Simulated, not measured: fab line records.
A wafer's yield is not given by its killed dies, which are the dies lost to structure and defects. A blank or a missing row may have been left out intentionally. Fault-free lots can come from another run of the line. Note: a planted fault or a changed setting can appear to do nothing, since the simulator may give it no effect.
The tool behind it: which one? -- flow n5_finfet -- 9 lots with 26 wafers sampled at 5 steps, on a route of 1938 steps

== WHAT EACH GAUGE READ, for each wafer ==
N5_BEOL_M3_CD_MEAS_18: pitch 36 nm, target cd 18 nm.
lot,measured,on,cd_nm (nm)
L288,day 7 08:44,cd_sem-02,17.9 17.6 17.8
L289,day 7 17:31,cd_sem-01,18.1 17.9 17.8
L291,day 7 22:17,cd_sem-02,17.9 18.1 18.4
L293,day 8 08:06,cd_sem-01,18.0 18.3 18.5
L295,day 9 11:52,cd_sem-03,18.2 18.1 17.3
L296,day 9 16:11,cd_sem-01,17.5 17.9
L299,day 10 13:56,cd_sem-01,17.5 17.5 18.0
L302,day 10 19:19,cd_sem-02,18.3 18.6 18.2
L310,day 13 02:58,cd_sem-03,19.6 18.2 18.0

== TOOL THAT RAN EACH LOT (tool first, then ch and the chambers of the sampled wafers, then the start) ==
lot,N5_BEOL_M2_SPUTTER_96,N5_BEOL_M3_PECVD_72,N5_BEOL_M3_ETCH_64,N5_BEOL_M3_STRIP_66
L288,"pvd_sputter-03, day 7 05:02","pecvd-02 ch 0,2, day 7 06:15","rie_diel-05 ch 0,2,3, day 7 08:16","rie_diel-05 ch 0,2,3, day 7 08:23"
L289,"pvd_sputter-03, day 7 13:08","pecvd-01 ch 0,1,2, day 7 14:25","rie_diel-05 ch 0,2,3, day 7 16:54","rie_diel-05 ch 0,2,3, day 7 17:02"
L291,"pvd_sputter-01, day 7 17:56","pecvd-01 ch 0,1,2, day 7 19:13","rie_diel-05 ch 0,1,2, day 7 21:45","rie_diel-05 ch 0,1,2, day 7 21:53"
L293,"pvd_sputter-02, day 8 03:23","pecvd-03 ch 0,1,2, day 8 04:37","rie_diel-05 ch 0,1,2, day 8 07:33","rie_diel-05 ch 0,1,2, day 8 07:40"
L295,"pvd_sputter-03, day 9 09:11","pecvd-03 ch 0,1,2, day 9 10:28","rie_diel-06 ch 1,2,3, day 9 11:31","rie_diel-06 ch 1,2,3, day 9 11:38"
L296,"pvd_sputter-01, day 9 13:08","pecvd-02 ch 0,2, day 9 14:28","rie_diel-03 ch 3, day 9 15:50","rie_diel-03 ch 3, day 9 15:58"
L299,"pvd_sputter-02, day 10 09:39","pecvd-02 ch 0,1, day 10 11:52","rie_diel-06 ch 0,1,3, day 10 13:35","rie_diel-06 ch 0,1,3, day 10 13:43"
L302,"pvd_sputter-02, day 10 16:08","pecvd-01 ch 0,1, day 10 17:20","rie_diel-03 ch 0,1,2, day 10 18:49","rie_diel-03 ch 0,1,2, day 10 18:56"
L310,"pvd_sputter-03, day 12 22:07","pecvd-03 ch 0,1, day 12 23:20","rie_diel-03 ch 0,1,3, day 13 02:24","rie_diel-03 ch 0,1,3, day 13 02:31"
- N5_BEOL_M2_SPUTTER_96: material Cu, target thk 4.5 nm, time 8.29 s.
- N5_BEOL_M3_PECVD_72: deposits SiO2 from TEOS/O2, target thk 16 nm, time 18 s.
- N5_BEOL_M3_ETCH_64: etches SOC in N2/H2, target depth 75 nm, overetch 15 nm, time 112.5 s.
- N5_BEOL_M3_STRIP_66: strips in CF4.

== THE ANSWER, worked out from the rows above alone ==
Rule: what is usual is taken from the lots themselves. Put in order of their means at a reading, lots are off if they are a third of the lots or fewer, leave a main group of 4 or more, and stand apart from it by a gap of 3 or more times the standard deviation of the main group's means; of several such gaps the widest counts. Not used: any main group whose means are identical at the precision the tables above print for the reading. A lot without any number at a reading at which 4 lots or more have one is off too. All remaining lots with rows at the step are treated as sound.
No lot is off at any reading shown: from this, nothing can be told.

== WHAT THE SIMULATOR HAD INSERTED ==
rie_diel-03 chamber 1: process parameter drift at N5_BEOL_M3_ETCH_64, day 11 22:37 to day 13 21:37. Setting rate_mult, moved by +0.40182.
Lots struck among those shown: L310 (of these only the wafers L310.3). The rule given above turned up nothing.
